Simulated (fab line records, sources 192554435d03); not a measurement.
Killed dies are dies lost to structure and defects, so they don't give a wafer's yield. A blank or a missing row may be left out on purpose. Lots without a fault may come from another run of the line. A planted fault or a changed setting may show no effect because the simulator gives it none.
fab line records | flow n5_finfet
record lots=7 wafers=39
route steps=1938 shown SD_EPI_N@279 HKMG_FIN@386 MOL_CONTACT_COAG@544 BEOL_M0_SAQP@648 BEOL_M3@931
start_h: hours from the record's first day to the start of the lot's first wafer shown | wait_h: hours since the lot's step before | " the same as in the row above | L1.1+2: a row that stands for several wafers | - no value, or no start given | * or withheld: withheld | < > ~ a bound
route shown NAME@n: a module of which the file shows steps, and the number in the route of the first | usual: mean/standard deviation of fault-free wafers | same: alike in all rows | chamber/n: place in a boat | sites: the reading at each site | _std_site: their standard deviation | _edge_site: outer sites' mean less inner sites' | radius_mm: how far each site lies from the wafer's centre | mask NAME#n: copy n | behind: the tool/chamber that last shaped the wafer | hold: why the lot was held/for how many hours/how that ended | device: the transistor (n, p or np) that didn't switch | end of line: the same wafers' tests at the end of the route | a step without rows: its recipe alone | killed: dies lost to structure and defects at the first sort, not the wafer's yield | map: a wafer's dies, x killed, . not, _ none there
set.NAME: the setting as run; set.NAME@STEP: as run at that earlier step | model.NAME: the simulator's own value behind a step, which no gauge read
lots whose settings were changed on purpose; a table a step, a row a wafer
## steps
# step N5_SD_EPI_N_ETCH_16
# recipe chemistry=CHF3/O2 target=SiO2 target_depth_a=50 mask_material=SOC pressure_mtorr=30 source_w=650 bias_w=170 Ar_flow_sccm=200 CHF3_flow_sccm=50 O2_flow_sccm=5 ion_energy_ev=200
# columns lot.wafer tool chamber start_h wait_h set.target_depth_a model.etch.depth_nm model.SiARC_of_SD_EPI_N_COAT_33.thk_nm
L075.1 rie_diel-03 3 67.15 0.1 27.83 2.813 13.8
L075.2 " 2 " " 50 4.984 12.6
L075.3 " 0 " " 27.83 2.823 13.4
L075.4 " 0 " " 27.83 2.826 13.6
L075.5 " 2 " " 50 4.994 12.6
L075.6 " 3 " " 50 5.053 12.2
L081.1 rie_diel-01 0 90.51 0.1 29.62 2.995 13.8
L081.2 " 3 " " 29.62 3.034 13.4
L081.3 " 2 " " 29.62 3.002 13.8
L081.4 " 1 " " 50 5.131 12
L081.5 " 0 " " 50 5.069 12.4
L081.6 " 1 " " 50 5.138 11.8
L083.1 rie_diel-03 0 104.90 0.1 78.85 8.017 10.2
L083.2 " 3 " " 50 5.07 12.4
L083.3 " 2 " " 50 4.957 12.6
L083.4 " 3 " " 78.85 7.925 10.4
L083.5 " 0 " " 50 5.077 12
L083.6 " 2 " " 78.85 7.794 10.8
L084.1 rie_diel-03 2 108.67 0.1 34.58 3.385 13.8
L084.2 " 3 " " 50 4.925 12.6
L084.3 " 0 " " 50 5.009 12.2
L084.4 " 3 " " 34.58 3.393 13.6
L084.5 " 2 " " 50 4.882 12.8
L084.6 " 0 " " 34.58 3.435 13.4
L086.1 rie_diel-01 2 130.65 0.1 60.47 6.012 11.6
L086.2+6 " 1,3 " " 60.47 6.154 11.4
L086.3 " 0 " " 50 5.004 12.6
L086.4 " 3 " " 50 5.053 12
L086.5 " 0 " " 50 4.953 12.8
L089.1 rie_diel-01 0 142.42 0.1 66.51 6.676 11
L089.2 " 2 " " 50 5.007 12.2
L089.3 " 1 " " 66.51 6.679 10.8
L089.4 " 3 " " 50 5.027 12
L089.5 " 3 " " 50 5.039 11.8
L089.6 " 2 " " 66.51 6.619 11
L093.3 rie_diel-01 2 162.74 0.1 50 5.052 12.4
L093.5 " 2 " " 50 5.021 12.4
L093.6 " 3 " " 50 5.031 12.2
# step N5_HKMG_FIN_HK_ALD_01
# recipe material=HfO2 target_thk_a=16 temp_c=withheld ald_precursor_family=HfCl4 ald_co_reactant=H2O pulse_time_s=3 purge_time_s=3 co_reactant_purge_time_s=2.5 co_reactant_pulse_time_s=0.3 ald_cycles=30
# columns lot.wafer tool chamber start_h wait_h set.ald_cycles model.HfO2_of_HKMG_FIN_HK_ALD_01.thk_nm
L075.1+2+3 ald_hk-01 2,3,1 88.34 0.0 19 1
L075.4+5+6 " 0,3,2 " " 30 1.6
L081.1+2+4 ald_hk-01 0,3,1 111.36 0.0 30 1.6
L081.3+5+6 " 2,0,3 " " 43 2.2
L083.1+2+6 ald_hk-01 1,0,3 125.06 0.0 21 1.2
L083.3+4+5 " 2,3,0 " " 30 1.6
L084.1+2+3 ald_hk-02 0,1,2 128.20 0.0 30 1.6
L084.4+5+6 " 3,1,0 " " 43 2.2
L086.1+2+5 ald_hk-01 2,3,1 152.30 0.0 17 1
L086.3+4+6 " 0,1,2 " " 30 1.6
L089.1+4+6 ald_hk-02 3,0,0 165.97 0.0 16 0.8
L089.2+3+5 " 1,2,1 " " 30 1.6
L093.3+5+6 ald_hk-02 3,0,3 184.17 0.0 30 1.6
# step N5_HKMG_FIN_HK_ANNEAL_02
# recipe temp_c=700 time_s=30 ambient=N2 idle_temp_c=600 ramp_up_c_per_s=150 ramp_down_c_per_s=60 cool_to_c=600
# step N5_HKMG_FIN_ALD_74
# recipe material=La2O3 target_thk_a=5 temp_c=250 ald_precursor_family=La-Cp ald_co_reactant=O3 pulse_time_s=6 co_reactant_pulse_time_s=1 purge_time_s=3 co_reactant_purge_time_s=3
# step N5_HKMG_FIN_WET_ETCH_82
# recipe chemistry=dHCl mix=1:10000 temp_c=25 target=La2O3 stop_on=HfO2 target_depth_nm=2 dry=ipa_marangoni rinse_time_s=30 rinse_temp_c=23
# step N5_HKMG_FIN_ALD_36
# recipe material=TiN target_thk_a=10 temp_c=400 ald_precursor_family=TiCl4 ald_co_reactant=NH3 pulse_time_s=1 purge_time_s=3 co_reactant_purge_time_s=2 co_reactant_pulse_time_s=2 ald_cycles=47 pressure_torr=3
# step N5_HKMG_FIN_THK_MEAS_70
# recipe thk_meas_gauge=xrf reads=HfO2_of_HKMG_FIN_HK_ALD_01
# usual HK_THK=1.580/0.02
# columns lot.wafer tool chamber start_h wait_h set.ald_cycles@HKMG_FIN_HK_ALD_01 HK_THK[nm]
L075.1 film_metro-01 - 92.63 0.2 19 0.976
L075.2 " - " " 19 1.007
L075.3 " - " " 19 1.005
L075.4 " - " " 30 1.585
L075.5 " - " " 30 1.592
L075.6 " - " " 30 1.574
L081.1 film_metro-02 - 114.99 0.2 30 1.531
L081.2 " - " " 30 1.596
L081.3 " - " " 43 2.248
L081.4 " - " " 30 1.560
L081.5 " - " " 43 2.268
L081.6 " - " " 43 2.295
L083.1 film_metro-01 - 128.91 0.2 21 1.115
L083.2 " - " " 21 1.114
L083.3 " - " " 30 1.585
L083.4 " - " " 30 1.595
L083.5 " - " " 30 1.584
L083.6 " - " " 21 1.111
L084.1 film_metro-01 - 131.64 0.2 30 1.578
L084.2 " - " " 30 1.561
L084.3 " - " " 30 1.573
L084.4 " - " " 43 2.261
L084.5 " - " " 43 2.266
L084.6 " - " " 43 2.268
L086.1 film_metro-02 - 155.75 0.2 17 0.884
L086.2 " - " " 17 0.900
L086.3 " - " " 30 1.574
L086.4 " - " " 30 1.601
L086.5 " - " " 17 0.901
L086.6 " - " " 30 1.625
L089.1 film_metro-01 - 169.34 0.2 16 0.836
L089.2 " - " " 30 1.573
L089.3 " - " " 30 1.581
L089.4 " - " " 16 0.832
L089.5 " - " " 30 1.568
L089.6 " - " " 16 0.835
L093.3 film_metro-01 - 187.62 0.2 30 1.576
L093.5 " - " " 30 1.563
L093.6 " - " " 30 1.580
# step N5_MOL_CONTACT_COAG_ALD_20
# recipe material=TiN target_thk_a=15 temp_c=400 ald_precursor_family=TiCl4 ald_co_reactant=NH3 pulse_time_s=1 purge_time_s=3 co_reactant_purge_time_s=2 co_reactant_pulse_time_s=2 ald_cycles=68 pressure_torr=3
# columns lot.wafer tool chamber start_h wait_h set.ald_cycles model.TiN_of_MOL_CONTACT_COAG_ALD_20.thk_nm
L075.1+2+6 ald_metal-03 1,2,1 109.22 0.1 33 0.8
L075.3+4+5 " 0,3,2 " " 68 1.4
L081.1+4+5 ald_metal-03 1,3,1 130.11 0.1 99 2.2
L081.2+3+6 " 0,2,2 " " 68 1.6
L083.1 ald_metal-01 0 143.51 0.1 68 1.6
L083.2+3+4 " 2,1,3 " " 53 1.2
L083.5+6 " 1,2 " " 68 1.4
L084.1+2 ald_metal-03 3,1 147.67 0.1 86 1.8
L084.3 " 0 " " 68 1.6
L084.4+6 " 2,0 " " 68 1.4
L084.5 " 1 " " 86 2
L086.1+4+5 ald_metal-03 2,2,1 170.40 0.1 68 1.6
L086.2+3+6 " 0,1,0 " " 107 2.4
L089.1+3 ald_metal-01 1,2 184.52 0.1 68 1.4
L089.2+4+5+6 " 3,0,3,2 " " 68 1.6
L093.3+5 ald_metal-02 0,1 201.99 0.1 68 1.4
L093.6 " 2 " " 68 1.6
# step N5_BEOL_M0_SAQP_DEVELOP_13
# recipe develop_time_s=30 developer=TMAH resist=CAR-ArF dev_temp_c=23 rinse_liquid=diw dry=air_spin
# columns lot.wafer tool chamber start_h wait_h set.develop_time_s
L075.1+2+5 litho_track-04 0 - - 30
L075.3+4+6 " 0 " " 43.51
L081.1+3+4 litho_track-01 0 - - 45.89
L081.2+5+6 " 0 " " 30
L083.1+2+3 litho_track-05 0 - - 30
L083.4+5+6 " 0 " " 40.95
L084.1+5+6 litho_track-04 0 - - 21.88
L084.2+3+4 " 0 " " 30
L086.1+2+4 litho_track-04 0 - - 13.03
L086.3+5+6 " 0 " " 30
L089.1+2+3+4+5+6 litho_track-04 0 - - 30
L093.3+5+6 litho_track-05 0 - - 30
# step N5_BEOL_M0_SAQP_CD_MEAS_14
# recipe target_cd_nm=42.5 landing_energy_ev=500 detector=se_inlens
# usual cd_nm=42.5/0.31
# columns lot.wafer tool chamber start_h wait_h set.develop_time_s@BEOL_M0_SAQP_DEVELOP_13 cd_nm
L075.1 cd_sem-03 0 128.50 - 30 42.6
L075.2 " 0 " " 30 42.2
L075.3 " 0 " " 43.51 41.5
L075.4 " 0 " " 43.51 41.6
L075.5 " 0 " " 30 43.2
L075.6 " 0 " " 43.51 41.7
L081.1 cd_sem-01 0 148.35 - 45.89 41.6
L081.2 " 0 " " 30 42.1
L081.3 " 0 " " 45.89 41.7
L081.4 " 0 " " 45.89 41.3
L081.5 " 0 " " 30 42.5
L081.6 " 0 " " 30 42.9
L083.1 cd_sem-03 0 162.82 - 30 42.2
L083.2 " 0 " " 30 42.6
L083.3 " 0 " " 30 42.3
L083.4 " 0 " " 40.95 41.6
L083.5 " 0 " " 40.95 41.7
L083.6 " 0 " " 40.95 41.7
L084.1 cd_sem-01 0 171.34 - 21.88 43.0
L084.2 " 0 " " 30 42.0
L084.3 " 0 " " 30 42.4
L084.4 " 0 " " 30 42.3
L084.5 " 0 " " 21.88 43.4
L084.6 " 0 " " 21.88 43.5
L086.1 cd_sem-01 0 185.60 - 13.03 44.8
L086.2 " 0 " " 13.03 44.2
L086.3 " 0 " " 30 42.2
L086.4 " 0 " " 13.03 44.3
L086.5 " 0 " " 30 42.3
L086.6 " 0 " " 30 42.2
L089.1 cd_sem-02 0 204.27 - 30 42.2
L089.2 " 0 " " 30 42.0
L089.3 " 0 " " 30 41.9
L089.4 " 0 " " 30 41.7
L089.5 " 0 " " 30 42.6
L089.6 " 0 " " 30 42.3
L093.3 cd_sem-01 0 220.37 - 30 42.8
L093.5 " 0 " " 30 42.7
L093.6 " 0 " " 30 42.5
# step N5_BEOL_M3_ILD_DEP_00
# recipe material=SiOC target_thk_a=790 temp_c=350 precursor=DEMS/O2 pressure_torr=5 rf_w=500 time_s=15.3
# columns lot.wafer tool chamber start_h wait_h set.target_thk_a model.SiOC_of_BEOL_M3_ILD_DEP_00.thk_nm
L075.1 pecvd-02 0 168.14 0.0 396.3 38.4
L075.2 " 1 " " 790 78
L075.3 " 2 " " 396.3 40.2
L075.4 " 0 " " 790 78.8
L075.5 " 1 " " 790 79.6
L075.6 " 2 " " 396.3 40.4
L081.1 pecvd-04 2 192.12 0.0 790 78.4
L081.2 " 1 " " 1213 120.4
L081.3 " 0 " " 1213 118.8
L081.4 " 0 " " 790 78
L081.5 " 1 " " 1213 121.8
L081.6 " 2 " " 790 79.6
L083.1 pecvd-03 0 196.99 0.0 790 79.6
L083.2 " 2 " " 790 78.6
L083.3 " 1 " " 790 79.2
L083.4 " 1 " " 790 80.2
L083.5 " 0 " " 790 80.8
L083.6 " 2 " " 790 80.6
L084.1 pecvd-02 1 204.75 0.0 647.3 63.2
L084.2 " 0 " " 647.3 62.4
L084.3 " 2 " " 790 78.4
L084.4 " 2 " " 647.3 66.4
L084.5 " 0 " " 790 78.8
L084.6 " 1 " " 790 78.2
L086.1 pecvd-02 0 223.79 0.0 790 77.2
L086.2 " 1 " " 790 78
L086.3 " 2 " " 790 78.4
L086.4+5 " 1,0 " " 790 79
L086.6 " 2 " " 790 80.4
L089.1 pecvd-03 0 246.15 0.0 946.1 94.4
L089.2 " 1 " " 946.1 94
L089.3 " 2 " " 946.1 93.8
L089.4 " 1 " " 790 79
L089.5 " 0 " " 790 80.4
L089.6 " 2 " " 790 80.2
L093.3 pecvd-03 2 275.32 0.1 790 81
L093.5 " 1 " " 790 80
L093.6 " 2 " " 790 80.4
# step N5_BEOL_M3_THK_MEAS_01
# recipe reads=SiOC_of_BEOL_M3_ILD_DEP_00
# usual M3_ILD_THK=79.2/1
# columns lot.wafer tool chamber start_h wait_h set.target_thk_a@BEOL_M3_ILD_DEP_00 M3_ILD_THK[nm]
L075.1 film_metro-01 - 168.20 0.0 396.3 38.3
L075.2 " - " " 790 78.1
L075.3 " - " " 396.3 40.1
L075.4 " - " " 790 78.8
L075.5 " - " " 790 79.6
L075.6 " - " " 396.3 40.4
L081.1 film_metro-02 - 192.19 0.0 790 78.5
L081.2 " - " " 1213 120.4
L081.3 " - " " 1213 118.8
L081.4 " - " " 790 78.0
L081.5 " - " " 1213 121.7
L081.6 " - " " 790 79.6
L083.1 film_metro-02 - 197.06 0.0 790 79.5
L083.2 " - " " 790 78.7
L083.3 " - " " 790 79.3
L083.4 " - " " 790 80.3
L083.5 " - " " 790 80.7
L083.6 " - " " 790 80.6
L084.1 film_metro-01 - 204.81 0.0 647.3 63.2
L084.2 " - " " 647.3 62.4
L084.3 " - " " 790 78.5
L084.4 " - " " 647.3 66.4
L084.5 " - " " 790 78.8
L084.6 " - " " 790 78.1
L086.1 film_metro-02 - 223.85 0.0 790 77.3
L086.2 " - " " 790 78.1
L086.3 " - " " 790 78.4
L086.4 " - " " 790 79.1
L086.5 " - " " 790 78.9
L086.6 " - " " 790 80.3
L089.1 film_metro-02 - 246.22 0.0 946.1 94.5
L089.2 " - " " 946.1 94.1
L089.3 " - " " 946.1 93.9
L089.4 " - " " 790 79.0
L089.5 " - " " 790 80.5
L089.6 " - " " 790 80.2
L093.3 film_metro-02 - 275.39 0.1 790 80.9
L093.5 " - " " 790 80.0
L093.6 " - " " 790 80.4
## key
split step=N5_SD_EPI_N_ETCH_16 setting=target_depth_a stated=50 by=wafer
response step=N5_SD_EPI_N_ETCH_16 reading=model.etch.depth_nm change=+0.0501 per=1% r=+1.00
response step=N5_SD_EPI_N_ETCH_16 reading=model.SiARC_of_SD_EPI_N_COAT_33.thk_nm change=-0.0331 per=1% r=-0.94
split step=N5_HKMG_FIN_HK_ALD_01 setting=ald_cycles stated=30 by=wafer
response step=N5_HKMG_FIN_HK_ALD_01 reading=model.HfO2_of_HKMG_FIN_HK_ALD_01.thk_nm change=+0.0149 per=1% r=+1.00
response step=N5_HKMG_FIN_THK_MEAS_70 reading=HK_THK change=+0.0161 per=1% r=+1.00
split step=N5_MOL_CONTACT_COAG_ALD_20 setting=ald_cycles stated=68 by=wafer
response step=N5_MOL_CONTACT_COAG_ALD_20 reading=model.TiN_of_MOL_CONTACT_COAG_ALD_20.thk_nm change=+0.0131 per=1% r=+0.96
split step=N5_BEOL_M0_SAQP_DEVELOP_13 setting=develop_time_s stated=30 by=wafer
response step=N5_BEOL_M0_SAQP_CD_MEAS_14 reading=cd_nm change=-0.0275 per=1% r=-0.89
split step=N5_BEOL_M3_ILD_DEP_00 setting=target_thk_a stated=790 by=wafer
response step=N5_BEOL_M3_ILD_DEP_00 reading=model.SiOC_of_BEOL_M3_ILD_DEP_00.thk_nm change=+0.778 per=1% r=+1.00
response step=N5_BEOL_M3_THK_MEAS_01 reading=M3_ILD_THK change=+0.779 per=1% r=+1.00
